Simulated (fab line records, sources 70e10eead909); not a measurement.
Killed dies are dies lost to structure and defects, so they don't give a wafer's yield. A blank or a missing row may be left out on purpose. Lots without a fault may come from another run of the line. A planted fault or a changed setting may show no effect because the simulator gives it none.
A struck lot beside a sound one | flow nand_harc | 14 steps out of a route of 1302
Sound: wafers L468.2, L468.5, L468.6. Struck: wafers L478.4, L478.6. (L478.5 of the same lot was not struck and is left out.) The cause comes at the end.
At each step with rows: each side's tool, then ch and its chambers, then its first start. Under that, the readings that differ: sound wafers | struck wafers | difference of the means | sigmas: that difference in standard deviations of wafers without a fault.
alike: readings whose means differ by less than 2 such deviations, and words and numbers that are the same on both sides. not compared: withheld readings, readings that some wafer has no value for, bounds like >300 that may hide the same value, and numbers for which the record gives no deviation and whose values overlap.
The two part at a step that has a row with sigmas, a row that says differs or no value, or rows on one side only. Numbers that don't overlap but have no deviation are shown without sigmas and don't part them. A reading that every wafer of one side lacks parts them only if that side has two wafers or more.

first, 8 steps without rows for these wafers: NHARC_P_M0_HMDS_02 (time 30 s); NHARC_P_M0_COAT_33 (time 65 s); NHARC_P_M0_COAT_03 (resist thk 90 nm); NHARC_P_M0_SOFTBAKE_04 (time 55 s); NHARC_P_M0_EBR_05; NHARC_P_M0_EXPOSE_06 (exposes mask P M0, target cd 90 nm); NHARC_P_M0_PEB_07 (peb time 65 s); NHARC_P_M0_DEVELOP_08 (develop time 35 s).
NHARC_P_M0_CD_MEAS_09: target cd 90 nm.
  sound on cd_sem-03 ch 0, day 6 05:30; struck on cd_sem-01 ch 0, day 10 12:03
  alike: cd_nm
NHARC_P_M0_OVL_MEAS_10: pitch 180 nm.
  sound on overlay-02, day 6 05:35; struck on overlay-01, day 10 12:08
  reading           | sound       | struck    | difference | sigmas
  overlay_x_nm (nm) | 0.8 1.1 0.6 | -1.0 -1.4 | -2.0       | -2
  alike: overlay_y_nm
NHARC_P_M0_INSPECT_11:
  sound on defect_inspect-02, day 6 05:38; struck on defect_inspect-01, day 10 12:10
  alike: raw_defect_count
NHARC_P_M0_DESCUM_14: chemistry O2, time 3 s.
  sound on rie_diel-04 ch 0,1,2, day 6 05:42; struck on rie_diel-13 ch 1,3, day 10 12:15
  alike: drypump_motor_current_A, oes_product_au, rf_vpp_V, showerhead_plenum_p_Torr, throttle_valve_pct
  not compared: rf_hours_counter_h
NHARC_P_M0_ETCH_34: etches the open film in N2/H2, target depth 40 nm, overetch 12 nm, time 43.94 s.
  sound on rie_diel-04 ch 0,1,2, day 6 05:47; struck on rie_diel-13 ch 3, day 10 12:19
  reading               | sound             | struck      | difference | sigmas
  oes_product_au (a.u.) | 0.976 1.002 1.006 | 0.872 0.861 | -0.128     | -15
  alike: drypump_motor_current_A, h2_flow_sccm, rf_vpp_V, showerhead_plenum_p_Torr, throttle_valve_pct
  not compared: rf_hours_counter_h
NHARC_P_M0_ETCH_15: etches the open film in C4F8/Ar, target depth 150 nm, overetch 15 nm, time 82.5 s.
  sound on rie_diel-04 ch 0,2,3; struck on rie_diel-13 ch 1,3
  alike: oes_product_au, rf_vpp_V
  not compared: rf_hours_counter_h

WHERE THEY PART
First at NHARC_P_M0_OVL_MEAS_10; last, within this record, at NHARC_P_M0_ETCH_34. Later steps at which nothing parts them and some readings are alike: NHARC_P_M0_ETCH_15.

WHY: what the simulator had put in
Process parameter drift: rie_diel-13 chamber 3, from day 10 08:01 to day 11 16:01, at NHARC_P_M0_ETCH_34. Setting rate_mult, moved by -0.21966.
